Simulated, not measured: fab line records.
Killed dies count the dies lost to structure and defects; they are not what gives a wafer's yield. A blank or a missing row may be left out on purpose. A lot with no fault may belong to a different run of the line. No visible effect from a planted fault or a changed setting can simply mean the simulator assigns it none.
Struck lot and sound lot, side by side / flow nand harc / 24 out of 1159 route steps
Sound: these wafers, L821.1, L821.2, L821.6. Wafers struck: L832.1, L832.4, L832.6. Last of all comes the cause.
At each step with rows: each side's tool, then ch and its chambers, then its first start. Under that, the readings that differ: sound wafers / struck wafers / difference of the means / sigmas: that difference in standard deviations of wafers without a fault.
alike: readings with means less than 2 such deviations apart, plus words and numbers identical on both sides. not compared: withheld readings, readings lacking a value on some wafer, bounds such as >300 that could conceal the same value, and numbers that have no deviation in the record and whose values overlap.
A row with sigmas, a row that says differs or no value, or rows on one side alone: a step with any of these is where the two part. Non-overlapping numbers with no deviation appear without sigmas and do not part them. Lack of a reading on every wafer of one side parts them only where that side has two or more wafers.

NHARC_A_M0_INSPECT_27:
  sound on defect inspect-02, day 17 20:57; struck on defect inspect-02, day 20 19:17
  alike: raw defect count
NHARC_A_M0_PRE_CLEAN_31: time 12 s.
  sound on pecvd-03 ch 1,2, day 17 21:02; struck on pecvd-02 ch 0,1,2, day 20 19:38
  alike: heater power w
NHARC_A_M0_DEP_32: deposits SiCN, target thk 30 nm.
  sound on pecvd-03 ch 1,2, day 17 21:08; struck on pecvd-02 ch 0,1,2, day 20 19:43
  alike: heater power w
then, 8 steps without rows for these wafers: NHARC_A_M1_DEP_00 (deposits SiOC, target thk 182.5 nm); NHARC_A_M1_DEHYDRATE_01 (time 120 s); NHARC_A_M1_HMDS_02 (time 30 s); NHARC_A_M1_COAT_34 (time 65 s); NHARC_A_M1_COAT_03 (resist thk 90 nm); NHARC_A_M1_SOFTBAKE_04 (time 55 s); NHARC_A_M1_EBR_05; NHARC_A_M1_EXPOSE_06 (exposes mask A M1, target cd 120 nm).
NHARC_A_M1_PEB_07: peb time 65 s.
  sound on litho track-04 ch 0, day 17 22:16; struck on litho track-04 ch 0, day 20 20:51
reading=heater power total W (W); sound=156.2 156.8 156.8; struck=173.3 173.0 172.6; difference=+16.4; sigmas=+38
  alike: chill plate temp C
then, 1 step without rows for these wafers: NHARC_A_M1_DEVELOP_08 (develop time 35 s).
NHARC_A_M1_CD_MEAS_09: target cd 120 nm.
  sound on cd sem-03 ch 0, day 17 22:20; struck on cd sem-02 ch 0, day 20 20:56
reading=cd nm (nm); sound=120.4 120.2 119.9; struck=114.7 114.1 113.8; difference=-6.0; sigmas=-15
NHARC_A_M1_OVL_MEAS_10: pitch 240 nm.
  sound on overlay-01, day 17 22:26; struck on overlay-01, day 20 21:01
  alike: overlay x nm, overlay y nm
NHARC_A_M1_INSPECT_11:
  sound on defect inspect-01, day 17 22:28; struck on defect inspect-02, day 20 21:04
reading=raw defect count; sound=33 35 50; struck=12 14 13; difference=-26; sigmas=-2
NHARC_A_M1_DESCUM_14: chemistry O2, time 3 s.
  sound on rie diel-09 ch 0,2, day 17 22:32; struck on rie diel-08 ch 1,3, day 20 21:08
reading=model.A_M1.cd nm (nm); sound=120.7 120.1 120.6; struck=113.8 113.7 113.4; difference=-6.8; sigmas=
  alike: chamber pressure mTorr, drypump motor current A, oes product au, rf vpp V, showerhead plenum p Torr, throttle valve pct
  not compared: rf hours counter h
NHARC_A_M1_ETCH_35: etches the open film in N2/H2, target depth 40 nm, overetch 12 nm, time 43.94 s.
  sound on rie diel-09 ch 0,1,3, day 17 22:37; struck on rie diel-08 ch 0,1,3, day 20 21:13
  alike: chamber pressure mTorr, drypump motor current A, oes product au, rf vpp V, showerhead plenum p Torr, throttle valve pct
  not compared: rf hours counter h
NHARC_A_M1_ETCH_15: etches the open film in C4F8/Ar, target depth 182.5 nm, time 91.2 s.
  sound on rie diel-09 ch 0,2,3; struck on rie diel-08 ch 2,3
  alike: chamber pressure mTorr, oes product au, rf vpp V
  not compared: rf hours counter h
NHARC_A_M1_CD_MEAS_16:
  sound on cd sem-01, day 17 22:50; struck on cd sem-02, day 20 21:25
reading=cd nm (nm); sound=120.6 120.5 120.8; struck=114.3 113.7 113.4; difference=-6.8; sigmas=-13
NHARC_A_M1_STRIP_18: strips in N2/H2.
  sound on rie diel-08 ch 0,1,2, day 17 22:54; struck on rie diel-09 ch 2,3, day 20 21:30
reading=drypump motor current A (A); sound=6.4 6.5 6.3; struck=5.4 4.7 5.4; difference=-1.2; sigmas=-2
reading=rf vpp V (V); sound=91.5 92.8 92.6; struck=87.6 90.4 90.4; difference=-2.8; sigmas=-3
reading=showerhead plenum p Torr (Torr); sound=2.19 2.14 2.21; struck=1.96 2.07 1.96; difference=-0.18; sigmas=-2
  alike: chamber pressure mTorr, oes product au, throttle valve pct
  not compared: rf hours counter h
NHARC_A_M1_ETCH_28: etches the open film in CF4/N2, target depth 30 nm, time 72.99 s.
  sound on rie diel-08 ch 1,3; struck on rie diel-09 ch 1,2
reading=throttle valve pct (%); sound=19.783 19.767 19.783; struck=19.783 19.810 19.800; difference=+0.020; sigmas=+2
reading=model.A_M1.cd nm (nm); sound=120.7 120.3 120.6; struck=113.8 113.9 113.8; difference=-6.7; sigmas=
  alike: chamber pressure mTorr, drypump motor current A, oes product au, rf vpp V, showerhead plenum p Torr
  not compared: rf hours counter h
then, 1 step without rows for these wafers: NHARC_A_M1_STRIP_19 (strips in post etch residue remover, time 600 s).
NHARC_END_SORT_01:
  sound on prober-02 ch 0, day 19 17:53; struck on prober-02 ch 0, day 22 13:08
reading=defect limited yield (%); sound=95.0 95.1 93.6; struck=97.0; difference=+2.4; sigmas=+2
reading=killed at array; sound=31 30 40; struck=13; difference=-21; sigmas=-3
reading=killed dies; sound=34 33 43; struck=20; difference=-17; sigmas=-2
reading=sort_bin_3_pct (%); sound=0.30 0.44 0.59; struck=0; difference=+0; sigmas=-2
reading=sort n pass; sound=643 644 634; struck=657; difference=+17; sigmas=+2
reading=sort yield pct (%); sound=95.0 95.1 93.6; struck=97.0; difference=+2.4; sigmas=+2
  alike: killed at other, killed at periphery, killed open, killed short, sort_bin_2_pct, sort_bin_4_pct, sort rim yield pct

WHERE THEY PART
Earliest at NHARC_A_M1_PEB_07; latest, in this record, at NHARC_END_SORT_01.

WHY: the cause the simulator had injected
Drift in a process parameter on litho track-04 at NHARC_A_M1_PEB_07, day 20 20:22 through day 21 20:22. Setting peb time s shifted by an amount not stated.
